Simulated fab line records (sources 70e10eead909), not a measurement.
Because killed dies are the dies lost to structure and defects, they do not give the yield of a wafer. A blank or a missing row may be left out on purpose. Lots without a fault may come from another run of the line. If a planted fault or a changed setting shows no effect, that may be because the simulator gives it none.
What tool caused it? ; flow nand harc ; 6 lots, 18 wafers sampled, at 3 steps of a route of 1302

## WHAT THE GAUGES SHOWED, per wafer
NHARC_A_ONON_D2_THK_MEAS_34: measures by ellipsometry.
lot;measured;on;thk nm (nm)
L460;day 14 02:28;film metro-02;196.1 201.6 198.4
L464;day 15 17:17;film metro-01;202.9 195.5 201.7
L469;day 17 22:45;film metro-02;202.1 199.8 164.5
L475;day 20 07:01;film metro-01;200.5 202.2 204.0
L477;day 21 17:10;film metro-02;199.3 205.0 202.6
L480;day 22 15:53;film metro-01;200.0 203.5 200.5

## WHICH TOOL RAN EACH LOT (tool, then ch and the chambers of the sampled wafers, then the start)
lot;NHARC_A_DECK1_JOINT_DEP_16;NHARC_A_ONON_D2_DEP_33
L460;pecvd-03 ch 0,1,2, day 13 10:21;pecvd-04 ch 0,1, day 14 02:02
L464;pecvd-03 ch 0,1, day 15 04:01;pecvd-03 ch 1,2, day 15 16:52
L469;pecvd-03 ch 0,1,2, day 17 09:28;pecvd-03 ch 0,1,2, day 17 22:23
L475;pecvd-02 ch 0,1,2, day 19 17:32;pecvd-01 ch 0,1,2, day 20 06:36
L477;pecvd-01 ch 1,2, day 21 01:59;pecvd-03 ch 0,1,2, day 21 16:53
L480;pecvd-03 ch 1,2, day 22 04:10;pecvd-03 ch 1,2, day 22 15:29
- NHARC_A_DECK1_JOINT_DEP_16: deposits SiO2, target thk 45 nm.
- NHARC_A_ONON_D2_DEP_33: deposits SiO2, target thk 200 nm.

## THE ANSWER, worked out from the rows above alone
Rule: what is usual is taken from the lots themselves. Put in order of their means at a reading, lots are off if they are a third of the lots or fewer, leave a main group of 4 or more, and stand apart from it by a gap of 3 or more times the standard deviation of the main group's means; of several such gaps the widest counts. If all means in a main group match to the digits the tables above print for the reading, that group is not used. Also off: a lot with no number at a reading for which 4 or more lots have one. The other lots that the step has rows for count as sound.
Off: L469, at NHARC_A_ONON_D2_THK_MEAS_34 (thk nm). The main group: mean 200.9 nm, standard deviation 1.4.
If a tool, at a process step before that reading, ran all the lots that are off and no sound lot after the first of them, it fits. Those tools and the gauges at NHARC_A_ONON_D2_THK_MEAS_34 are tried in the same way. Of those tried, none fits.

## WHAT WAS PUT IN BY THE SIMULATOR
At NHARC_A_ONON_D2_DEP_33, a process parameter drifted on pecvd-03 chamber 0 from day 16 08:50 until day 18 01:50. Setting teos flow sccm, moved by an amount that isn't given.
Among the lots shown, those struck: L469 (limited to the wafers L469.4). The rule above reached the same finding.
